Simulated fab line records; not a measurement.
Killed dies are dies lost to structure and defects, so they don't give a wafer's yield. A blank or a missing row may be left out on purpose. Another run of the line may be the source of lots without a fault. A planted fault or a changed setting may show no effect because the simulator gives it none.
The tool behind it: which one? ; flow n5_finfet ; Sampling: 10 lots, 29 wafers, 6 of 1938 route steps

WHAT THE GAUGES READ, wafer by wafer
N5_BEOL_M4_RC_MEAS_101. Usual: DIBL_N 36.6 mV/V, standard deviation 1.1; DIBL_P 36.8 mV/V, standard deviation 1.6; IOFF_N 0.169 nA/um, standard deviation 0.024; IOFF_P 0.206 nA/um, standard deviation 0.028; ION_N 679 uA/um, standard deviation 9.2; ION_P 462 uA/um, standard deviation 7; SS_N 71.6 mV/dec, standard deviation 0.57; SS_P 73.3 mV/dec, standard deviation 0.57; VT_N 248.8 mV, standard deviation 2.4; VT_P -251 mV, standard deviation 3.
lot;measured;on;DIBL_N (mV/V);DIBL_P (mV/V);IOFF_N (nA/um);IOFF_P (nA/um);ION_N (uA/um);ION_P (uA/um);SS_N (mV/dec);SS_P (mV/dec);VT_N (mV);VT_P (mV);flag
L525;day 9 01:16;prober-02;36.5 36.5 34.9;36.2 36.3 33.7;0.161 0.161 0.131;0.177 0.175 0.148;674 688 659;462 460 453;70.6 71.0 70.3;73.1 73.1 72.7;248.3 249.3 254.6;-256 -255 -258;
L527;day 9 04:16;prober-02;38.0 35.2 36.1;36.6 33.2 34.4;0.222 0.158 0.171;0.228 0.176 0.189;689 684 677;460 460 462;72.8 71.6 71.7;73.8 72.5 73.7;244.6 246.5 247.0;-247 -251 -251;
L529;day 10 13:31;prober-02;36.5 36.4 37.8;39.0 39.1 39.4;0.202 0.185 0.219;0.228 0.222 0.236;691 682 681;468 463 461;72.6 72.5 72.2;74.4 73.7 74.2;246.6 250.5 246.0;-251 -251 -254;
L534;day 11 05:14;prober-01;36.7 35.7 38.2;35.7 33.7 38.3;0.153 0.143 0.195;0.236 0.199 0.275;683 683 688;475 467 480;71.3 71.4 71.7;72.6 72.7 73.3;246.7 246.6 245.8;-247 -253 -246;
L533;day 11 15:02;prober-01;36.8 36.6 36.8;37.0 37.1 37.6;0.172 0.165 0.181;0.218 0.223 0.231;672 676 693;463 462 468;72.4 71.9 71.9;73.1 73.4 72.8;249.1 246.9 246.2;-250 -251 -251;
L536;day 12 00:11;prober-01;36.8 38.2 36.5;36.2 37.8 35.4;0.164 0.193 0.152;0.212 0.240 0.204;688 694 671;469 473 458;71.3 71.7 71.6;73.0 74.0 73.1;247.4 246.7 248.8;-251 -249 -250;
L540;day 12 14:08;prober-02;35.7 34.5 37.8;36.9 35.6 39.1;0.147 0.123 0.188;0.177 0.160 0.206;676 658 668;460 450 453;71.2 70.6 71.7;73.3 73.3 73.9;253.7 254.6 247.8;-254 -257 -254;
L539;day 13 08:59;prober-01;39.0 36.8 38.3;39.9 37.9 39.2;0.242 0.184 0.216;0.255 0.220 0.239;699 682 696;472 466 465;72.5 71.7 73.1;74.6 74.2 73.8;244.5 246.4 244.0;-249 -250 -249;
L542;day 13 11:52;prober-02;37.6 38.0 36.0;36.6 37.1 34.8;0.173 0.187 0.149;0.171 0.183 0.158;673 680 673;447 453 451;71.0 72.1 71.1;73.9 73.8 73.6;248.9 248.6 251.8;-255 -259 -258;
L543;day 13 16:56;prober-01;36.6 38.3;36.3 37.9;0.168 0.202;0.195 0.221;676 680;460 467;71.5 71.9;73.1 73.3;247.7 247.3;-249 -250;

TOOL THAT RAN EACH LOT (tool first, then ch and the chambers of the sampled wafers, then the start)
lot;N5_BEOL_M4_ALD_84;N5_BEOL_M4_SPUTTER_81;N5_BEOL_M4_SPUTTER_92;N5_BEOL_M4_ECD_50;N5_BEOL_M4_CMP_52
L525;ald_metal-04 ch 0,1,3, day 8 21:43;pvd_sputter-01, day 8 22:43;pvd_sputter-01, day 8 23:35;ecd_cu-02 ch 1, day 9 00:08;cmp-03 ch 1,2, day 9 00:38
L527;ald_metal-04 ch 0,1,3, day 9 00:37;pvd_sputter-02, day 9 01:37;pvd_sputter-02, day 9 02:30;ecd_cu-01 ch 0,1, day 9 03:03;cmp-04 ch 0,1,3, day 9 03:32
L529;ald_metal-04 ch 0,2,3, day 10 10:07;pvd_sputter-01, day 10 11:04;pvd_sputter-01, day 10 11:57;ecd_cu-01 ch 0,1, day 10 12:31;cmp-03 ch 1,2, day 10 12:55
L534;ald_metal-02 ch 0,1,3, day 11 01:40;pvd_sputter-03, day 11 02:49;pvd_sputter-03, day 11 03:41;ecd_cu-01 ch 0,1, day 11 04:15;cmp-02 ch 0,1,2, day 11 04:42
L533;ald_metal-01 ch 0,2, day 11 10:54;pvd_sputter-03, day 11 12:36;pvd_sputter-03, day 11 13:29;ecd_cu-02 ch 0,1, day 11 14:02;cmp-03 ch 1,2,3, day 11 14:31
L536;ald_metal-04 ch 2,3, day 11 20:07;pvd_sputter-03, day 11 21:28;pvd_sputter-03, day 11 22:20;ecd_cu-01 ch 0,1, day 11 22:55;cmp-02 ch 0,1, day 11 23:19
L540;ald_metal-04 ch 0,1,3, day 12 05:40;pvd_sputter-02, day 12 08:53;pvd_sputter-02, day 12 09:46;ecd_cu-01 ch 0,1, day 12 10:20;cmp-04 ch 0,2,3, day 12 12:43
L539;ald_metal-02 ch 0,1,2, day 13 04:01;pvd_sputter-02, day 13 05:25;pvd_sputter-02, day 13 06:18;ecd_cu-02 ch 0, day 13 06:51;cmp-02 ch 1,2,3, day 13 08:16
L542;ald_metal-01 ch 1,2,3, day 13 07:41;pvd_sputter-03, day 13 09:09;pvd_sputter-03, day 13 10:05;ecd_cu-01 ch 0,1, day 13 10:43;cmp-03 ch 0,2,3, day 13 11:06
L543;ald_metal-02 ch 0,1, day 13 13:24;pvd_sputter-01, day 13 14:22;pvd_sputter-01, day 13 15:14;ecd_cu-01 ch 0,1, day 13 15:47;cmp-02 ch 0,1, day 13 16:10
- N5_BEOL_M4_ALD_84: deposits TaN, pulse time 2 s, purge time 3 s, co reactant purge time 2 s.
- N5_BEOL_M4_SPUTTER_81: material Cu, target thk 4.5 nm, time 8.29 s.
- N5_BEOL_M4_SPUTTER_92: material Cu, target thk 4.5 nm, time 8.29 s.
- N5_BEOL_M4_ECD_50: material Cu, target thk 300 nm.
- N5_BEOL_M4_CMP_52: polishes, stops on SiOC, t overpolish 6.8 s, target thk 40 nm.

WHAT THE TOOLS THEMSELVES READ (means of the sampled wafers that have a number; where no wafer has one, the mark that the record gives instead)
N5_BEOL_M4_ALD_84. Usual: heater_power_w reads 424 W (standard deviation 40).
lot;tool;heater_power_w (W);flag
L525;ald_metal-04;409;
L527;ald_metal-04;410;
L529;ald_metal-04;389;
L534;ald_metal-02;463;
L533;ald_metal-01;447;
L536;ald_metal-04;389;
L540;ald_metal-04;413;
L539;ald_metal-02;462;
L542;ald_metal-01;431;
L543;ald_metal-02;455;

N5_BEOL_M4_SPUTTER_81. Usual: throttle_valve_pct reads 30.5 % (standard deviation 0.64).
lot;tool;throttle_valve_pct (%);flag
L525;pvd_sputter-01;31.1;
L527;pvd_sputter-02;30.4;
L529;pvd_sputter-01;30.4;
L534;pvd_sputter-03;29.9;
L533;pvd_sputter-03;30.0;
L536;pvd_sputter-03;30.1;
L540;pvd_sputter-02;30.4;
L539;pvd_sputter-02;30.3;
L542;pvd_sputter-03;30.3;
L543;pvd_sputter-01;30.9;

N5_BEOL_M4_SPUTTER_92. Usual: throttle_valve_pct reads 30.5 % (standard deviation 0.65).
lot;tool;throttle_valve_pct (%);flag
L525;pvd_sputter-01;31.1;
L527;pvd_sputter-02;30.5;
L529;pvd_sputter-01;30.4;
L534;pvd_sputter-03;29.8;
L533;pvd_sputter-03;30.3;
L536;pvd_sputter-03;30.2;
L540;pvd_sputter-02;30.4;
L539;pvd_sputter-02;30.6;
L542;pvd_sputter-03;30.0;
L543;pvd_sputter-01;30.9;

N5_BEOL_M4_CMP_52. Usual: clearing_platen_down_force_psi 1.500 psi, standard deviation 0.0031; motor_current_A 6.1 A, standard deviation 0.63; pad_life_wafers 931, standard deviation 800; time_to_endpoint_s 62 s, standard deviation 3.1.
lot;tool;clearing_platen_down_force_psi (psi);motor_current_A (A);pad_life_wafers;time_to_endpoint_s (s);flag
L525;cmp-03;1.497;6.0;1778;61;
L527;cmp-04;1.502;5.8;1142;64;
L529;cmp-03;1.498;6.1;2060;55;
L534;cmp-02;1.498;6.0;2024;61;
L533;cmp-03;1.503;6.3;51;64;
L536;cmp-02;1.500;6.1;20;63;
L540;cmp-04;1.497;5.3;1760;63;
L539;cmp-02;1.498;6.5;278;61;
L542;cmp-03;1.498;6.3;289;61;
L543;cmp-02;1.498;6.3;348;55;

THE ANSWER, worked out from the rows above alone
Rule: a lot is off if the mean of its wafers that have a number lies more than 3 standard deviations from the usual mean. A lot without any number at a reading at which 4 lots or more have one is off too. Any other lot the step has rows for is counted as sound. Order of review: gauges by route order, followed by the tools' own readings, for which a lot's mean as printed above is used. The first step at which some lot is off is used, and at that step the reading that is off furthest; a lot without a number counts as furthest.
Across all readings shown, no lot is off: no conclusion can be drawn from this.

WHAT HAD BEEN PUT IN BY THE SIMULATOR
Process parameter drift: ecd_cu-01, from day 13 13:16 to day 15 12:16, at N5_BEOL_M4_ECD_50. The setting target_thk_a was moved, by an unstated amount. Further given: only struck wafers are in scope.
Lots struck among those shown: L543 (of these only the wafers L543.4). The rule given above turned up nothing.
